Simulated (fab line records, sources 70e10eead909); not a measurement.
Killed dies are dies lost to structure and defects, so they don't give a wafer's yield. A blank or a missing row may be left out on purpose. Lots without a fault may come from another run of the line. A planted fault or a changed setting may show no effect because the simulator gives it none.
One fault seen from 2 desks | flow nand_harc | each desk has only its own numbers; what lay behind them comes last

THE TOOL OWNER'S DESK: litho_track-04
The tool's own readings at NHARC_P_CONTACT_PEB_10 (peb time 65 s): means of the sampled wafers that have a number, for each lot that ran on this tool. A lot is out of limits, marked OUT, if its mean lies more than 4 standard deviations from the usual mean; the brackets give that distance.
Columns: A = heater_power_total_W at NHARC_P_CONTACT_PEB_10, usual 156.6 W; B = plate_temp_C at NHARC_P_CONTACT_PEB_10, usual 99.99 C
lot  | first seen here | A               | B
L610 | day 6 04:15     | 156.5           | 100.20
L613 | day 6 20:59     | 156.7           | 100.18
L617 | day 8 17:43     | 149.4 (-18) OUT | 96.63 (-26) OUT
L618 | day 9 04:42     | 149.4 (-17) OUT | 96.63 (-26) OUT
L626 | day 12 16:52    | 156.7           | 100.15
L628 | day 13 09:47    | 156.4           | 99.95
This desk's finding: out of limits on L617, L618; first on L617, day 8 17:43 (heater_power_total_W at NHARC_P_CONTACT_PEB_10). In limits: L610, L613, L626, L628.

THE DEFECT DESK
What the inspections along the route counted, lot by lot: means of the sampled wafers that have a number. A lot is out of limits, marked OUT, if its mean lies more than 4 standard deviations from the usual mean; the brackets give that distance.
Columns: A = raw_defect_count at NHARC_P_GATE_INSPECT_68, usual 194
lot  | first seen here | A
L610 | day 6 02:50     | 154
L611 | day 6 03:28     | 145
L613 | day 6 19:26     | 197
L614 | day 7 08:43     | 212
L617 | day 8 16:18     | 162
L618 | day 9 03:10     | 162
L625 | day 12 02:10    | 164
L626 | day 12 15:20    | 226
L627 | day 13 03:56    | 119
L628 | day 13 08:16    | 150
L629 | day 13 15:09    | 246
L630 | day 14 11:38    | 196
L631 | day 14 16:09    | 180
L633 | day 15 15:50    | 230
This desk's finding: nothing out of limits on any of the 14 lots.

PUT TOGETHER
The tool owner's desk could have raised an alarm at day 8 17:43, on L617, L618.
The defect desk saw nothing out of limits.
The defect desk has L617, L618 on record, within its limits.
Of the lots named, all ran NHARC_P_CONTACT_PEB_10 on litho_track-04.

WHAT THE SIMULATOR HAD PUT IN
Process parameter drift: litho_track-04, from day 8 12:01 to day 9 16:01, at NHARC_P_CONTACT_PEB_10. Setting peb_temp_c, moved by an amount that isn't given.
Lots struck among those shown: L617, L618.
Hours from the fault's start to each desk's first reading out of limits: the tool owner's desk, 6.
